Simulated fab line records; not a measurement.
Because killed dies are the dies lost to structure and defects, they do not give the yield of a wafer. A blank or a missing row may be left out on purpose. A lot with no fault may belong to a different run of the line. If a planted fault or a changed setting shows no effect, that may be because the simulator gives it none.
Chamber matching ; flow n5 finfet ; N5_BEOL_M1_ALD_98 on ald sin-02 has 4 sister chambers
The step deposits SiO2, target thk 2.5 nm, pulse time 1 s, co reactant pulse time 1 s. 4 wafers are shown with their chamber, then 8 later ones without.

WAFERS PAIRED WITH THEIR CHAMBERS
wafer;chamber;heater power w (W)
L775.6;3;78
L776.1;1;77
L776.6;0;73
L778.1;2;78

WAFERS WHOSE CHAMBER IS MISSING
wafer;heater power w (W)
L778.5;74
L778.6;80
L781.2;73
L781.3;78
L781.6;77
L785.1;79
L785.4;78
L785.6;75

CHAMBER TAKEN BY EACH
wafer;from the rows above;in truth
L778.5;can't be placed: 0 or 1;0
L778.6;can't be placed: 2 or 3 or 1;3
L781.2;0;0
L781.3;can't be placed: 2 or 3 or 1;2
L781.6;can't be placed: 1 or 2 or 3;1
L785.1;can't be placed: 2 or 3 or 1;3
L785.4;can't be placed: 2 or 3 or 1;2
L785.6;can't be placed: 0 or 1 or 2 or 3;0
Correct placement for 1 of the 8. Not placeable from these rows: 7 (in 7, the candidates include the true chamber). Wrongly placed: 0.
How it was worked out, from the rows above alone: a wafer's distance from a chamber is the root of the sum, over the readings, of the square of ((its reading less the chamber's mean) divided by the reading's scatter). The wafer belongs to the nearest chamber; if the next one is less than 2 further off, it can't be placed. The mean given for a chamber averages the wafers shown for that chamber. The scatter: with one shown wafer a chamber, the root of the mean of the squares of how far each hidden wafer lies from its nearest shown one.
